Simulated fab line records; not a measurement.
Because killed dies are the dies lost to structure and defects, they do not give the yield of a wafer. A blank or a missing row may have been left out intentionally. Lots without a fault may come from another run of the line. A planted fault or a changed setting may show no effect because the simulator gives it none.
Split-lot experiment | flow n5Finfet | 21 wafers read from 7 lots, route of 1938 steps

== THE SPLIT ==
At N5_BEOL_M5_TRENCH_ETCH_37 (etches SiCOH lowk in C4F6/O2, target depth 71.652 nm, time 24.7 s), the setting sourceW was moved away from the recipe's 345 W on 8 of the 21 wafers read, by -13.0% to +15.6%. This setting was run at the recipe's value on the other wafers.

The split's own step is where the reading is taken.

== THE READING ==
rfVppV, in V, at N5_BEOL_M5_TRENCH_ETCH_37 (etches SiCOH lowk in C4F6/O2, target depth 71.652 nm, time 24.7 s). A value of 667 V with a standard deviation of 4.9 V is what fault-free wafers of this fab line usually give.

wafer  | tool, chamber at the split | sourceW as run, W | against the recipe | rfVppV, V | against lot-mates on the recipe
L075.2 | rieDiel-03, 2              | 345               | recipe             | 661       | -
L075.3 | rieDiel-03, 3              | 345               | recipe             | 669       | -
L075.5 | rieDiel-03, 1              | 300.3             | -13.0%             | 716       | +51
L077.1 | rieDiel-02, 2              | 345               | recipe             | 659       | -
L077.2 | rieDiel-02, 1              | 398.9             | +15.6%             | 619       | -45
L077.3 | rieDiel-02, 3              | 345               | recipe             | 669       | -
L081.3 | rieDiel-03, 0              | 345               | recipe             | 673       | -
L081.5 | rieDiel-03, 0              | 371.9             | +7.8%              | 648       | -22
L081.6 | rieDiel-03, 3              | 345               | recipe             | 667       | -
L085.1 | rieDiel-02, 2              | 388.3             | +12.6%             | 621       | -45
L085.3 | rieDiel-02, 1              | 345               | recipe             | 666       | -
L085.4 | rieDiel-02, 0              | 388.3             | +12.6%             | 627       | -39
L090.2 | rieDiel-01, 1              | 345               | recipe             | 668       | -
L090.4 | rieDiel-01, 2              | 345               | recipe             | 665       | -
L090.6 | rieDiel-01, 2              | 345               | recipe             | 666       | -
L092.1 | rieDiel-03, 0              | 326.4             | -5.4%              | 693       | +33
L092.4 | rieDiel-03, 3              | 326.4             | -5.4%              | 687       | +27
L092.6 | rieDiel-03, 2              | 345               | recipe             | 660       | -
L097.1 | rieDiel-03, 0              | 345               | recipe             | 671       | -
L097.2 | rieDiel-03, 1              | 345               | recipe             | 667       | -
L097.3 | rieDiel-03, 3              | 307               | -11.0%             | 709       | +40

FIT RESULTS
A straight line over all 21 wafers: rfVppV changes by -3.45 V for each +1% of sourceW; r = -0.98; the points scatter about the line by 4.6 V.
The same after taking each lot's own level away (the mean of its wafers on the recipe; 21 wafers): -3.5 V for each +1%; r = -0.98; scatter 4.9 V.
According to that fit, moving sourceW by its largest amount changes the reading by 55 V.
From 660.0 to 670.0 V: that is the span of the lots' own levels, equal to 2.0 times the standard deviation above.
So the lot-to-lot level changes the slope little: the two slopes agree.
Check: for one of the wafers moved furthest among these (+15.6%), held out of the fit, the line's prediction against its lot-mates is -55.3 V. Against them it came out at -45 V.
Tool readings at the split's step, against how far the setting was moved: rfVppV r = -0.98.

== OTHER SPLITS ON THESE WAFERS ==
Other splits were also applied to these wafers ahead of the reading. Each is held against what the fit with the lots' levels taken away leaves over:
other split on the same wafers | wafers away from the commonest value | r with rfVppV (lot level and that fit taken away)
N5_BEOL_M2_DESCUM_33 timeS     | 2                                    | -0.32
N5_BEOL_M5_PECVD_70 timeS      | 7                                    | -0.10

== FILE'S OWN FIT ==
rfVppV changes by -3.39 V for each +1% of sourceW, r = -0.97.
